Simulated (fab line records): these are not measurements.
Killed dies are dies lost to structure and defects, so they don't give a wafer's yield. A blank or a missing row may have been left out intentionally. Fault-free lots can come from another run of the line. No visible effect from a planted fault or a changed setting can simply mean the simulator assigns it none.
Chamber matching ; flow nand harc ; rie diel-09 running NHARC_P_CONTACT_ETCH_35: 4 sister chambers
The step etches the open film in CF4, target depth 39 nm, time 65 s. 16 wafers are shown with their chamber, then 8 later ones without.

== WAFERS, EACH WITH ITS CHAMBER ==
wafer;chamber;drypump motor current A (A);oes product au (a.u.);rf vpp V (V)
L270.1;3;5.9;0.987;149.6
L270.2;1;5.6;1.025;152.1
L270.3;0;5.8;1.023;150.4
L271.2;2;6.2;1.006;152.2
L271.3;3;5.9;0.989;152.7
L271.6;0;5.8;1.008;149.7
L279.3;3;5.9;0.964;150.7
L279.4;2;6.1;1.008;150.9
L279.5;1;5.6;1.017;149.1
L281.2;2;6.1;1.003;149.9
L281.3;3;5.9;0.965;150.7
L281.5;2;6.1;0.990;151.0
L283.1;0;5.8;1.000;149.4
L283.2;2;6.1;1.005;150.7
L283.4;1;5.5;1.006;149.9
L288.1;2;6.1;0.993;152.0

SIGNATURES (means of the wafers above)
reading;chamber 0;chamber 1;chamber 2;chamber 3;scatter within a chamber
drypump motor current A;5.800;5.567;6.117;5.900;0.0354
oes product au;1.01033;1.01600;1.00083;0.97625;0.0104
rf vpp V;149.833;150.367;151.117;150.925;1.08
Rule: a wafer's distance from a chamber is the root of the sum, over the readings, of the square of ((its reading less the chamber's mean) divided by the reading's scatter). The wafer belongs to the nearest chamber; if the next one is less than 2 further off, it can't be placed. The scatter is the square root of a quotient: the sum, over the shown wafers, of each reading's squared deviation from its chamber's mean, divided by wafers minus chambers.

== WAFERS WITHOUT THEIR CHAMBER ==
wafer;drypump motor current A (A);oes product au (a.u.);rf vpp V (V)
L288.2;5.8;1.003;150.5
L288.3;5.5;0.998;151.6
L290.3;5.8;0.997;150.0
L290.4;5.6;0.993;151.0
L290.6;5.9;0.970;151.5
L292.1;5.9;0.963;151.5
L292.4;6.1;0.986;150.6
L292.5;5.9;0.970;151.0

== EACH ONE'S CHAMBER ==
wafer;from the rows above;in truth
L288.2;0;0
L288.3;1;1
L290.3;0;0
L290.4;1;1
L290.6;3;3
L292.1;3;3
L292.4;2;2
L292.5;3;3
Correct placement for 8 of the 8. Number that these rows cannot place: 0. Number placed wrongly: 0.
